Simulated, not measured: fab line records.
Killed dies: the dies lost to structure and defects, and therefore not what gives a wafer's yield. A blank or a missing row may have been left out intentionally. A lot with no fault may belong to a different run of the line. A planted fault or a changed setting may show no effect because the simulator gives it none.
Chamber matching :: flow nandHarc :: 4 sister chambers for NHARC_P_CONTACT_CMP_24 on cmp-04
The step polishes, t overpolish 30 s, target thk 200 nm. 20 wafers are shown with their chamber, then 10 later ones without.

== WAFERS PAIRED WITH THEIR CHAMBERS ==
wafer: L075.1
chamber: 2
motorCurrentA (A): 11.6
timeToEndpointS (s): 42.0
overpolishRunS (s): 30.018

wafer: L075.2
chamber: 0
motorCurrentA (A): 11.3
timeToEndpointS (s): 39.5
overpolishRunS (s): 29.997

wafer: L075.5
chamber: 0
motorCurrentA (A): 12.0
timeToEndpointS (s): 39.0
overpolishRunS (s): 29.999

wafer: L077.1
chamber: 3
motorCurrentA (A): 13.1
timeToEndpointS (s): 39.4
overpolishRunS (s): 29.989

wafer: L077.2
chamber: 2
motorCurrentA (A): 11.5
timeToEndpointS (s): 40.2
overpolishRunS (s): 30.009

wafer: L077.6
chamber: 3
motorCurrentA (A): 12.7
timeToEndpointS (s): 37.2
overpolishRunS (s): 30.025

wafer: L080.3
chamber: 1
motorCurrentA (A): 11.4
timeToEndpointS (s): 40.5
overpolishRunS (s): 30.013

wafer: L080.4
chamber: 2
motorCurrentA (A): 11.6
timeToEndpointS (s): 39.9
overpolishRunS (s): 30.001

wafer: L080.5
chamber: 0
motorCurrentA (A): 11.5
timeToEndpointS (s): 42.0
overpolishRunS (s): 29.997

wafer: L082.1
chamber: 1
motorCurrentA (A): 11.9
timeToEndpointS (s): 41.1
overpolishRunS (s): 29.984

wafer: L082.5
chamber: 1
motorCurrentA (A): 11.3
timeToEndpointS (s): 39.4
overpolishRunS (s): 30.023

wafer: L082.6
chamber: 2
motorCurrentA (A): 11.5
timeToEndpointS (s): 38.0
overpolishRunS (s): 30.002

wafer: L087.1
chamber: 2
motorCurrentA (A): 11.5
timeToEndpointS (s): 39.5
overpolishRunS (s): 29.984

wafer: L087.2
chamber: 0
motorCurrentA (A): 11.5
timeToEndpointS (s): 37.5
overpolishRunS (s): 29.997

wafer: L087.4
chamber: 1
motorCurrentA (A): 11.7
timeToEndpointS (s): 38.7
overpolishRunS (s): 30.002

wafer: L086.1
chamber: 0
motorCurrentA (A): 12.1
timeToEndpointS (s): 37.4
overpolishRunS (s): 29.991

wafer: L086.2
chamber: 1
motorCurrentA (A): 11.1
timeToEndpointS (s): 41.1
overpolishRunS (s): 30.009

wafer: L086.4
chamber: 3
motorCurrentA (A): 12.4
timeToEndpointS (s): 38.7
overpolishRunS (s): 30.002

wafer: L090.1
chamber: 0
motorCurrentA (A): 11.3
timeToEndpointS (s): 39.7
overpolishRunS (s): 30.005

wafer: L090.3
chamber: 2
motorCurrentA (A): 11.6
timeToEndpointS (s): 38.9
overpolishRunS (s): 30.009

SIGNATURES, as means of the wafers listed above
reading: motorCurrentA
chamber 0: 11.617
chamber 1: 11.480
chamber 2: 11.550
chamber 3: 12.733
scatter within a chamber: 0.283

reading: timeToEndpointS
chamber 0: 39.183
chamber 1: 40.160
chamber 2: 39.750
chamber 3: 38.433
scatter within a chamber: 1.38

reading: overpolishRunS
chamber 0: 29.99767
chamber 1: 30.00620
chamber 2: 30.00383
chamber 3: 30.00533
scatter within a chamber: 0.0119
Rule: for a wafer and a chamber, the distance is found by dividing, reading by reading, the gap between the wafer's reading and the chamber's mean by the reading's scatter, squaring, summing and taking the root. If the next closest chamber is less than 2 further off than the closest, the wafer can't be placed; otherwise it belongs to the closest. The scatter: take each reading less its chamber's mean, square it, sum over the shown wafers, divide by the number of wafers less the number of chambers, and take the root.

== WAFERS WITH NO CHAMBER GIVEN ==
wafer: L090.4
motorCurrentA (A): 13.0
timeToEndpointS (s): 41.7
overpolishRunS (s): 30.005

wafer: L092.1
motorCurrentA (A): 11.8
timeToEndpointS (s): 40.6
overpolishRunS (s): 30.006

wafer: L092.4
motorCurrentA (A): 11.5
timeToEndpointS (s): 44.5
overpolishRunS (s): 30.000

wafer: L092.5
motorCurrentA (A): 12.9
timeToEndpointS (s): 45.0
overpolishRunS (s): 29.992

wafer: L093.2
motorCurrentA (A): 12.8
timeToEndpointS (s): 43.0
overpolishRunS (s): 29.991

wafer: L093.4
motorCurrentA (A): 10.9
timeToEndpointS (s): 43.8
overpolishRunS (s): 29.991

wafer: L093.6
motorCurrentA (A): 11.5
timeToEndpointS (s): 43.9
overpolishRunS (s): 30.004

wafer: L096.1
motorCurrentA (A): 11.3
timeToEndpointS (s): 38.4
overpolishRunS (s): 29.987

wafer: L096.3
motorCurrentA (A): 12.2
timeToEndpointS (s): 39.9
overpolishRunS (s): 30.006

wafer: L096.4
motorCurrentA (A): 11.6
timeToEndpointS (s): 37.6
overpolishRunS (s): 29.976

== EACH ONE'S CHAMBER ==
wafer: L090.4
from the rows above: 3
in truth: 3

wafer: L092.1
from the rows above: can't be placed: 2 or 1 or 0
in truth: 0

wafer: L092.4
from the rows above: can't be placed: 1 or 2 or 0
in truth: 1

wafer: L092.5
from the rows above: can't be placed: 3 or 2 or 0 or 1
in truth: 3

wafer: L093.2
from the rows above: can't be placed: 3 or 0 or 2 or 1
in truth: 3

wafer: L093.4
from the rows above: can't be placed: 1 or 2 or 0
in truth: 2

wafer: L093.6
from the rows above: can't be placed: 1 or 2 or 0
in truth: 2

wafer: L096.1
from the rows above: can't be placed: 0 or 2 or 1
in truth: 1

wafer: L096.3
from the rows above: can't be placed: 3 or 0 or 2 or 1
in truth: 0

wafer: L096.4
from the rows above: can't be placed: 0 or 2 or 1
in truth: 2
Placed correctly: 1 of 10. Unplaceable from these rows: 9, with the true chamber sitting among the candidates in 9. Placed wrongly: 0.
